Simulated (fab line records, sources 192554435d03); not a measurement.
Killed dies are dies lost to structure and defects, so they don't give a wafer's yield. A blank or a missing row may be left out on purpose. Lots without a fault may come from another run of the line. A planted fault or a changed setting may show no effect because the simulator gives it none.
Split-lot experiment | flow n5_finfet | 7 lots, 21 wafers read, on a route of 1938 steps

THE SPLIT
At N5_BEOL_M5_EXPOSE_08 (exposes mask M5, target cd 28 nm), the setting dose_mj was moved away from the recipe's 35.75 on 8 of the 21 wafers read, by -7.3% to +3.5%. The other wafers ran this setting at the recipe's value.

FROM THE SPLIT TO THE READING: what the file shows between them, 20 steps
- N5_BEOL_M5_PEB_09: peb time 60 s
- N5_BEOL_M5_DEVELOP_10: develop time 30 s
- N5_BEOL_M5_CD_MEAS_11: target cd 27.74 nm
- N5_BEOL_M5_DESCUM_16: chemistry O2, time 7 s (also split here: time_s)
- N5_BEOL_M5_ETCH_72: etches underlayer in N2/H2, target depth 6.5 nm, time 5.2 s
- N5_BEOL_M5_ETCH_61: etches SiARC in CF4, target depth 15.6 nm, time 26 s
- N5_BEOL_M5_ETCH_62: etches SOC in N2/H2, target depth 75 nm, overetch 15 nm, time 112.5 s
- N5_BEOL_M5_HM_OPEN_17: chemistry Cl2/BCl3, target TiN, target depth 20 nm, overetch 6 nm
- N5_BEOL_M5_STRIP_19: strips in O2
- N5_BEOL_M5_CD_MEAS_18: pitch 56 nm, target cd 28 nm
- N5_BEOL_M5_COAT_65: time 60 s, resist thk 60 nm
- N5_BEOL_M5_COAT_66: time 60 s, resist thk 12 nm
- N5_BEOL_M5_DESCUM_33: chemistry O2, time 7 s
- N5_BEOL_M5_ETCH_75: etches underlayer in N2/H2, target depth 6.5 nm, time 5.2 s
- N5_BEOL_M5_ETCH_67: etches SiARC in CF4, target depth 15.6 nm, time 26 s
- N5_BEOL_M5_ETCH_68: etches SOC in N2/H2, target depth 80 nm, overetch 16 nm, time 120 s
- N5_BEOL_M5_STRIP_69: strips in N2/H2
- N5_BEOL_M5_STRIP_76: strips in N2/H2
- N5_BEOL_M5_PRECLEAN_42: cleans in residue remover, time 60 s
- N5_BEOL_M5_SRD_43: time 30 s

THE READING
cd_nm, in nm, at N5_BEOL_M5_CD_MEAS_35 (target cd 28 nm, target cd y 24 nm). Fault-free wafers of this fab line usually give 28.1 nm, standard deviation 0.32 nm.

wafer  | tool, chamber at the split | dose_mj as run | against the recipe | cd_nm, nm | against lot-mates on the recipe
L074.2 | euv_scanner-01, 0          | 35.75          | recipe             | 28.7      | -
L074.3 | euv_scanner-01, 0          | 35.75          | recipe             | 28.1      | -
L074.4 | euv_scanner-01, 0          | 33.14          | -7.3%              | 26.0      | -2.4
L076.1 | euv_scanner-02, 0          | 34.5           | -3.5%              | 27.6      | -1.4
L076.3 | euv_scanner-02, 0          | 35.75          | recipe             | 29.0      | -
L076.6 | euv_scanner-02, 0          | 34.5           | -3.5%              | 27.8      | -1.2
L082.1 | euv_scanner-01, 0          | 33.7           | -5.7%              | 26.7      | -1.3
L082.4 | euv_scanner-01, 0          | 35.75          | recipe             | 28.0      | -
L082.5 | euv_scanner-01, 0          | 33.7           | -5.7%              | 26.8      | -1.2
L086.2 | euv_scanner-02, 0          | 35.75          | recipe             | 27.7      | -
L086.5 | euv_scanner-02, 0          | 34.96          | -2.2%              | 27.4      | -0.3
L086.6 | euv_scanner-02, 0          | 34.96          | -2.2%              | 27.7      | +0.0
L095.2 | euv_scanner-01, 0          | 35.75          | recipe             | 28.3      | -
L095.4 | euv_scanner-01, 0          | 35.75          | recipe             | 28.0      | -
L095.5 | euv_scanner-01, 0          | 35.75          | recipe             | 27.9      | -
L094.2 | euv_scanner-01, 0          | 35.75          | recipe             | 28.4      | -
L094.3 | euv_scanner-01, 0          | 35.75          | recipe             | 28.7      | -
L094.4 | euv_scanner-01, 0          | 37             | +3.5%              | 29.4      | +0.9
L097.1 | euv_scanner-01, 0          | 35.75          | recipe             | 27.8      | -
L097.3 | euv_scanner-01, 0          | 35.75          | recipe             | 27.8      | -
L097.6 | euv_scanner-01, 0          | 35.75          | recipe             | 28.4      | -

THE FIT
A straight line over all 21 wafers: cd_nm changes by +0.271 nm for each +1% of dose_mj; r = +0.89; the points scatter about the line by 0.36 nm.
The same after taking each lot's own level away (the mean of its wafers on the recipe; 21 wafers): +0.272 nm for each +1%; r = +0.92; scatter 0.29 nm.
On that fit, the largest move of dose_mj shifts the reading by 2 nm.
The lots' own levels span 27.70 to 29.00 nm, that is 4.1 times the standard deviation above.
So the lot-to-lot level changes the slope little: the two slopes agree.
Check: with one of the wafers moved furthest among these (-7.3%) left out of the fit, the line predicts -1.76 nm for it against its lot-mates. It came out at -2.4 nm against them.

OTHER SPLITS ON THESE WAFERS
These wafers also went through other splits before the reading. Each is held against what the fit with the lots' levels taken away leaves over:
other split on the same wafers | wafers away from the commonest value | r with cd_nm (lot level and that fit taken away)
N5_BEOL_M4_COAT_22 spin_rpm    | 7                                    | -0.02
N5_BEOL_M5_DESCUM_16 time_s    | 6                                    | -0.09

THE WHOLE CHAIN: every reading that the file lists as answering this split, in the file's order
step                  | what it does                                                        | reading                                                        | change (the file's fit)               | r (the file's)
N5_BEOL_M5_CD_MEAS_11 | target cd 27.74 nm                                                  | cd_nm                                                          | +0.278 nm for each +1% of the setting | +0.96
N5_BEOL_M5_DESCUM_16  | chemistry O2, time 7 s                                              | BEOL_M5.cd_nm (the simulator's own value, which no gauge read) | +0.26 nm for each +1% of the setting  | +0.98
N5_BEOL_M5_ETCH_72    | etches underlayer in N2/H2, target depth 6.5 nm, time 5.2 s         | BEOL_M5.cd_nm (the simulator's own value, which no gauge read) | +0.266 nm for each +1% of the setting | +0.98
N5_BEOL_M5_CD_MEAS_18 | pitch 56 nm, target cd 28 nm                                        | cd_nm                                                          | +0.25 nm for each +1% of the setting  | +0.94
N5_BEOL_M5_ETCH_75    | etches underlayer in N2/H2, target depth 6.5 nm, time 5.2 s         | BEOL_M5.cd_nm (the simulator's own value, which no gauge read) | +0.281 nm for each +1% of the setting | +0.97
N5_BEOL_M5_ETCH_68    | etches SOC in N2/H2, target depth 80 nm, overetch 16 nm, time 120 s | BEOL_M5.cd_nm (the simulator's own value, which no gauge read) | +0.288 nm for each +1% of the setting | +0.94
N5_BEOL_M5_CD_MEAS_35 | target cd 28 nm, target cd y 24 nm                                  | cd_nm                                                          | +0.283 nm for each +1% of the setting | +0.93

THE FILE'S OWN FIT
cd_nm changes by +0.283 nm for each +1% of dose_mj, r = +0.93.
